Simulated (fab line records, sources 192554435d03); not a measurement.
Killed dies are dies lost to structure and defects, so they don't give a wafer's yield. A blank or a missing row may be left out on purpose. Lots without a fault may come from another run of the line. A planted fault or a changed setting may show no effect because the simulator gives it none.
Split-lot experiment | flow n5_finfet | 7 lots, 21 wafers read, on a route of 1938 steps

THE SPLIT
At N5_ZERO_LAYER_COAT_05 (resist thk 1000 nm), the setting spin_rpm was moved away from the recipe's 1500 rpm on 2 of the 21 wafers read, by -8.9% to +3.3%. The other wafers ran this setting at the recipe's value.

FROM THE SPLIT TO THE READING: what the file shows between them, 3 steps
- N5_ZERO_LAYER_EBR_07
- N5_ZERO_LAYER_SOFTBAKE_06: time 90 s
- N5_ZERO_LAYER_HARDBAKE_23: time 120 s

THE READING
coat_of_ZERO_LAYER_COAT_05.thk_nm (the simulator's own value, which no gauge read), in nm, at N5_ZERO_LAYER_DESCUM_16 (chemistry O2, time 7.9 s). The file gives no usual value for it. The 19 wafers here that ran the recipe average 982.9 nm, standard deviation 2.4 nm.

wafer  | tool, chamber at the split | spin_rpm as run, rpm | against the recipe | coat_of_ZERO_LAYER_COAT_05.thk_nm, nm | against lot-mates on the recipe
L075.1 | litho_track-05, 0          | 1500                 | recipe             | 985.3                                 | -
L075.4 | litho_track-05, 0          | 1500                 | recipe             | 985                                   | -
L075.5 | litho_track-05, 0          | 1500                 | recipe             | 981.6                                 | -
L076.1 | litho_track-05, 0          | 1500                 | recipe             | 978.4                                 | -
L076.4 | litho_track-05, 0          | 1500                 | recipe             | 979.3                                 | -
L076.5 | litho_track-05, 0          | 1500                 | recipe             | 982                                   | -
L084.1 | litho_track-05, 0          | 1549                 | +3.3%              | 966.7                                 | -14.0
L084.4 | litho_track-05, 0          | 1500                 | recipe             | 981.3                                 | -
L084.5 | litho_track-05, 0          | 1500                 | recipe             | 980.1                                 | -
L091.3 | litho_track-05, 0          | 1500                 | recipe             | 986.2                                 | -
L091.4 | litho_track-05, 0          | 1500                 | recipe             | 985.5                                 | -
L091.5 | litho_track-05, 0          | 1500                 | recipe             | 984.3                                 | -
L094.1 | litho_track-02, 0          | 1500                 | recipe             | 980.5                                 | -
L094.4 | litho_track-02, 0          | 1500                 | recipe             | 985.7                                 | -
L094.6 | litho_track-02, 0          | 1366                 | -8.9%              | 1031                                  | +47.9
L095.1 | litho_track-03, 0          | 1500                 | recipe             | 982.3                                 | -
L095.2 | litho_track-03, 0          | 1500                 | recipe             | 981.3                                 | -
L095.5 | litho_track-03, 0          | 1500                 | recipe             | 981.9                                 | -
L097.1 | litho_track-03, 0          | 1500                 | recipe             | 983.5                                 | -
L097.2 | litho_track-03, 0          | 1500                 | recipe             | 987.2                                 | -
L097.3 | litho_track-03, 0          | 1500                 | recipe             | 983.9                                 | -

THE FIT
A straight line over all 21 wafers: coat_of_ZERO_LAYER_COAT_05.thk_nm changes by -5.33 nm for each +1% of spin_rpm; r = -0.98; the points scatter about the line by 2.5 nm.
The same after taking each lot's own level away (the mean of its wafers on the recipe; 21 wafers): -5.22 nm for each +1%; r = -0.99; scatter 1.6 nm.
On that fit, the largest move of spin_rpm shifts the reading by 47 nm.
The lots' own levels span 979.90 to 985.33 nm, that is 2.2 times the standard deviation above.
So the lot-to-lot level changes the slope little: the two slopes agree.
Check: with one of the wafers moved furthest among these (-8.9%) left out of the fit, the line predicts +38.3 nm for it against its lot-mates. It came out at +47.9 nm against them.

OTHER SPLITS ON THESE WAFERS
These wafers also went through other splits before the reading. Each is held against what the fit with the lots' levels taken away leaves over:
other split on the same wafers | wafers away from the commonest value | r with coat_of_ZERO_LAYER_COAT_05.thk_nm (lot level and that fit taken away)
N5_ZERO_LAYER_PECVD_02 time_s  | 7                                    | -0.17

THE WHOLE CHAIN: every reading that the file lists as answering this split, in the file's order
step                    | what it does             | reading                                                                            | change (the file's fit)              | r (the file's)
N5_ZERO_LAYER_COAT_05   | resist thk 1000 nm       | coat_of_ZERO_LAYER_COAT_05.thk_nm (the simulator's own value, which no gauge read) | -5.25 nm for each +1% of the setting | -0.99
N5_ZERO_LAYER_DESCUM_16 | chemistry O2, time 7.9 s | coat_of_ZERO_LAYER_COAT_05.thk_nm (the simulator's own value, which no gauge read) | -5.26 nm for each +1% of the setting | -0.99
N5_ZERO_LAYER_STRIP_24  | strips in O2             | strip_time_to_endpoint_s                                                           | withheld for each +1% of the setting | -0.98

THE FILE'S OWN FIT
coat_of_ZERO_LAYER_COAT_05.thk_nm changes by -5.26 nm for each +1% of spin_rpm, r = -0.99.
